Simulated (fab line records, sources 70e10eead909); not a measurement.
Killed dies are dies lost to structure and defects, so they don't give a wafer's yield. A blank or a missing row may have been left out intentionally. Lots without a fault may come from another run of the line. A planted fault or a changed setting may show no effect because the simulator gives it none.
Which tool did it? -- flow nand harc -- 12 lots with 36 wafers sampled at 2 steps, on a route of 1302 steps

== WHAT THE GAUGES READ, wafer by wafer ==
NHARC_A_CONTACT_OVL_MEAS_70.
lot,measured,on,overlay x nm (nm)
L075,day 22 00:22,overlay-02,0.3 0.4 0.5
L078,day 23 09:12,overlay-01,0.0 0.2 0.9
L079,day 24 00:43,overlay-02,0.4 -0.3 0.4
L082,day 25 02:45,overlay-02,0.5 0.1 -0.7
L083,day 25 16:13,overlay-02,-0.5 -1.3 -0.9
L084,day 27 10:04,overlay-01,-1.7 -1.7 -1.4
L086,day 27 11:29,overlay-02,-0.1 -0.3 0.4
L090,day 28 10:16,overlay-01,-1.1 -1.1 -1.4
L089,day 29 04:13,overlay-02,-0.8 -1.4 -1.5
L093,day 30 08:22,overlay-01,-0.8 -0.5 -1.2
L095,day 30 20:14,overlay-02,2.0 1.7 0.9
L097,day 31 16:16,overlay-01,0.8 1.4 0.9

== WHAT TOOL EACH LOT RAN ON (gives the tool, then ch and the chambers of the sampled wafers, and finally the start) ==
lot,NHARC_A_CONTACT_ETCH_122
L075,"har cap etch-03 ch 0,1, day 21 17:13"
L078,"har cap etch-03 ch 0,1, day 23 02:22"
L079,"har cap etch-02 ch 0,1, day 23 17:14"
L082,"har cap etch-03 ch 0,1, day 24 18:34"
L083,"har cap etch-02 ch 0,1, day 25 08:16"
L084,"har cap etch-01 ch 0,1, day 27 03:01"
L086,"har cap etch-03 ch 0,1, day 27 04:16"
L090,"har cap etch-03 ch 0,1, day 28 00:21"
L089,"har cap etch-01 ch 0,1, day 28 17:44"
L093,"har cap etch-01 ch 0,1, day 30 01:54"
L095,"har cap etch-03 ch 0, day 30 07:09"
L097,"har cap etch-02 ch 0,1, day 31 06:43"
- NHARC_A_CONTACT_ETCH_122: etches the open film in C4F8/O2/Ar, time 190 s, target depth 1850 nm.

== THE ANSWER, worked out from the rows above alone ==
Rule: what is usual is taken from the lots themselves. Put in order of their means at a reading, lots are off if they are a third of the lots or fewer, leave a main group of 4 or more, and stand apart from it by a gap of 3 or more times the standard deviation of the main group's means; of several such gaps the widest counts. A main group is skipped when, at the precision printed for the reading in the tables above, its means are all equal. Also off: a lot with no number at a reading for which 4 or more lots have one. The other lots that the step has rows for count as sound.
Nothing can be told from this: no lot is off at any reading shown.

== WHAT WAS PUT IN BY THE SIMULATOR ==
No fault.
